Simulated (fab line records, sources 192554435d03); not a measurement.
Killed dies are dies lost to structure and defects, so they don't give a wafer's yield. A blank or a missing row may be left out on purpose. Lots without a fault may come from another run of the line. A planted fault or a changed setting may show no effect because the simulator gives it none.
Chamber matching | flow n5_finfet | N5_BEOL_M4_ETCH_77 on rie_diel-01: 4 sister chambers
The step etches underlayer in N2/H2, target depth 6.5 nm, time 5.2 s. 8 wafers are shown with their chamber, then 10 later ones without.

WAFERS WITH THEIR CHAMBER
wafer  | chamber | drypump_motor_current_A (A) | showerhead_plenum_p_Torr (Torr)
L081.2 | 1       | 6.0                         | 2.50
L084.2 | 2       | 5.9                         | 2.60
L084.6 | 1       | 6.1                         | 2.50
L087.1 | 3       | 5.3                         | 2.67
L087.2 | 0       | 6.0                         | 2.69
L087.5 | 0       | 6.0                         | 2.69
L086.2 | 3       | 5.3                         | 2.67
L086.3 | 2       | 5.9                         | 2.59

WAFERS WITHOUT THEIR CHAMBER
wafer  | drypump_motor_current_A (A) | showerhead_plenum_p_Torr (Torr)
L086.6 | 6.1                         | 2.49
L090.1 | 6.0                         | 2.69
L090.4 | 6.0                         | 2.69
L090.5 | 5.3                         | 2.67
L091.1 | 6.0                         | 2.69
L091.4 | 6.0                         | 2.69
L091.5 | 6.1                         | 2.49
L097.2 | 6.0                         | 2.68
L097.4 | 5.9                         | 2.59
L097.5 | 5.9                         | 2.59

WHICH CHAMBER EACH WENT THROUGH
wafer  | from the rows above | in truth
L086.6 | 1                   | 1
L090.1 | 0                   | 0
L090.4 | 0                   | 0
L090.5 | 3                   | 3
L091.1 | 0                   | 0
L091.4 | 0                   | 0
L091.5 | 1                   | 1
L097.2 | 0                   | 0
L097.4 | 2                   | 2
L097.5 | 2                   | 2
Placed correctly: 10 of 10. Can't be placed from these rows: 0. Placed wrongly: 0.
How it was worked out, from the rows above alone: a wafer's distance from a chamber is the root of the sum, over the readings, of the square of ((its reading less the chamber's mean) divided by the reading's scatter). The wafer belongs to the nearest chamber; if the next one is less than 2 further off, it can't be placed. A chamber's mean is the mean of its shown wafers. The scatter: the root of (the sum of the squares of (reading less its chamber's mean) over the shown wafers, divided by (wafers less chambers)).
